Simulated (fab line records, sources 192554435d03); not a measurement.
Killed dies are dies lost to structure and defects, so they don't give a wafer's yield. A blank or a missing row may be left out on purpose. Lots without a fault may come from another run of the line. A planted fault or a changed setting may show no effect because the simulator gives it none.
One fault seen from 2 desks | flow n5_finfet | each desk has only its own numbers; what lay behind them comes last

THE TOOL OWNER'S DESK: wet_bench-02
The tool's own readings at N5_BEOL_M0_STRIP_139 (strips in post etch residue remover, time 60 s): means of the sampled wafers that have a number, for each lot that ran on this tool. A lot is out of limits, marked OUT, if its mean lies more than 4 standard deviations from the usual mean; the brackets give that distance.
Columns: A = run_length_s at N5_BEOL_M0_STRIP_139, usual 67.4 s; B = temp_c at N5_BEOL_M0_STRIP_139, usual 25.01 C
lot  | first seen here | A    | B
L303 | day 6 17:22     | 66.1 | 24.91
L308 | day 7 20:24     | 67.1 | 24.96
L319 | day 10 13:29    | 66.4 | 24.92
This desk's finding: nothing out of limits on any of the 3 lots.

THE METROLOGY DESK
What the gauges read, lot by lot, whatever tool the lot ran on: means of the sampled wafers that have a number. A lot is out of limits, marked OUT, if its mean lies more than 4 standard deviations from the usual mean; the brackets give that distance. Of its 10 readings 7 are shown: those that lie furthest out on some lot.
Columns: A = IOFF_N at N5_BEOL_M4_RC_MEAS_101, usual 0.18 nA/um; B = IOFF_P at N5_BEOL_M4_RC_MEAS_101, usual 0.23 nA/um; C = ION_P at N5_BEOL_M4_RC_MEAS_101, usual 467 uA/um; D = SS_N at N5_BEOL_M4_RC_MEAS_101, usual 71.7 mV/dec; E = SS_P at N5_BEOL_M4_RC_MEAS_101, usual 73.5 mV/dec; F = VT_N at N5_BEOL_M4_RC_MEAS_101, usual 249 mV; G = VT_P at N5_BEOL_M4_RC_MEAS_101, usual -250 mV
lot  | first seen here | A    | B    | C   | D    | E    | F   | G
L301 | day 8 08:13     | 0.17 | 0.21 | 472 | 71.4 | 73.2 | 249 | -251
L303 | day 8 13:13     | 0.23 | 0.30 | 469 | 72.6 | 74.4 | 247 | -246
L305 | day 9 03:58     | 0.18 | 0.25 | 473 | 71.9 | 74.2 | 251 | -250
L307 | day 9 10:56     | 0.15 | 0.20 | 478 | 70.6 | 72.9 | 249 | -249
L308 | day 9 17:10     | 0.21 | 0.30 | 475 | 72.1 | 73.7 | 246 | -244
L309 | day 10 00:06    | 0.19 | 0.28 | 479 | 72.1 | 73.8 | 246 | -246
L310 | day 10 08:22    | 0.17 | 0.18 | 458 | 72.0 | 73.5 | 250 | -255
L313 | day 11 04:23    | 0.22 | 0.29 | 468 | 72.6 | 74.4 | 247 | -245
L314 | day 11 11:25    | 0.23 | 0.28 | 476 | 72.4 | 73.9 | 243 | -246
L315 | day 11 11:47    | 0.17 | 0.21 | 457 | 71.9 | 73.0 | 250 | -250
L319 | day 12 14:08    | 0.25 | 0.32 | 478 | 72.7 | 74.6 | 243 | -245
L320 | day 12 21:37    | 0.16 | 0.19 | 452 | 71.7 | 73.3 | 249 | -254
L321 | day 13 07:21    | 0.18 | 0.18 | 459 | 72.0 | 72.9 | 247 | -256
L323 | day 13 12:54    | 0.19 | 0.22 | 465 | 71.9 | 73.4 | 246 | -251
This desk's finding: nothing out of limits on any of the 14 lots.

PUT TOGETHER
The tool owner's desk saw nothing out of limits.
The metrology desk saw nothing out of limits.

WHAT THE SIMULATOR HAD PUT IN
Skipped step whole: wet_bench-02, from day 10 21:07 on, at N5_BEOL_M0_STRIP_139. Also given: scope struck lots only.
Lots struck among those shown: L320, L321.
